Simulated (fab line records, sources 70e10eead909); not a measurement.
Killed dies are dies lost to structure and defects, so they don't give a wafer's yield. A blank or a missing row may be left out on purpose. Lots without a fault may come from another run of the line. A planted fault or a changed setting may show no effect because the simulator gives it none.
Chamber matching | flow nand_harc | NHARC_A_STAIRCASE_DESCUM_11 on rie_diel-07: 4 sister chambers
The step chemistry O2, time 3 s. 20 wafers are shown with their chamber, then 10 later ones without.

WAFERS WITH THEIR CHAMBER
wafer  | chamber | drypump_motor_current_A (A) | showerhead_plenum_p_Torr (Torr) | oes_product_au (a.u.)
L075.2 | 1       | 6.6                         | 1.91                            | 1.003
L075.3 | 3       | 5.1                         | 1.93                            | 0.988
L075.5 | 2       | 6.1                         | 1.87                            | 1.005
L077.2 | 3       | 5.1                         | 1.93                            | 0.992
L077.3 | 2       | 6.1                         | 1.87                            | 0.996
L077.5 | 1       | 6.7                         | 1.91                            | 1.019
L078.2 | 2       | 6.1                         | 1.87                            | 0.999
L078.4 | 3       | 5.1                         | 1.93                            | 0.992
L078.5 | 0       | 5.3                         | 1.97                            | 1.005
L082.1 | 0       | 5.3                         | 1.96                            | 1.014
L082.4 | 1       | 6.6                         | 1.90                            | 1.015
L082.5 | 3       | 5.1                         | 1.92                            | 0.997
L086.1 | 1       | 6.7                         | 1.90                            | 1.013
L086.2 | 2       | 6.1                         | 1.87                            | 1.005
L086.3 | 0       | 5.3                         | 1.96                            | 1.018
L089.2 | 1       | 6.6                         | 1.90                            | 1.011
L089.3 | 2       | 6.2                         | 1.86                            | 1.000
L089.5 | 3       | 5.1                         | 1.92                            | 0.985
L091.1 | 3       | 5.1                         | 1.92                            | 0.987
L091.3 | 1       | 6.7                         | 1.90                            | 1.016

SIGNATURES (means of the wafers above)
reading                  | chamber 0 | chamber 1 | chamber 2 | chamber 3 | scatter within a chamber
drypump_motor_current_A  | 5.300     | 6.650     | 6.120     | 5.100     | 0.0379
showerhead_plenum_p_Torr | 1.9633    | 1.9033    | 1.8680    | 1.9250    | 0.00518
oes_product_au           | 1.01233   | 1.01283   | 1.00100   | 0.99017   | 0.00499
Rule: a wafer's distance from a chamber is the root of the sum, over the readings, of the square of ((its reading less the chamber's mean) divided by the reading's scatter). The wafer belongs to the nearest chamber; if the next one is less than 2 further off, it can't be placed. The scatter: the root of (the sum of the squares of (reading less its chamber's mean) over the shown wafers, divided by (wafers less chambers)).

WAFERS WITHOUT THEIR CHAMBER
wafer  | drypump_motor_current_A (A) | showerhead_plenum_p_Torr (Torr) | oes_product_au (a.u.)
L091.4 | 6.2                         | 1.86                            | 0.999
L090.1 | 5.1                         | 1.92                            | 0.974
L090.4 | 6.6                         | 1.89                            | 1.007
L090.5 | 5.3                         | 1.96                            | 1.014
L095.3 | 6.1                         | 1.86                            | 0.999
L095.5 | 6.6                         | 1.89                            | 1.018
L095.6 | 5.3                         | 1.95                            | 1.019
L097.1 | 6.7                         | 1.89                            | 1.021
L097.2 | 6.2                         | 1.86                            | 0.999
L097.3 | 5.1                         | 1.91                            | 0.986

WHICH CHAMBER EACH WENT THROUGH
wafer  | from the rows above | in truth
L091.4 | 2                   | 2
L090.1 | 3                   | 3
L090.4 | 1                   | 1
L090.5 | 0                   | 0
L095.3 | 2                   | 2
L095.5 | 1                   | 1
L095.6 | 0                   | 0
L097.1 | 1                   | 1
L097.2 | 2                   | 2
L097.3 | 3                   | 3
Placed correctly: 10 of 10. Can't be placed from these rows: 0. Placed wrongly: 0.
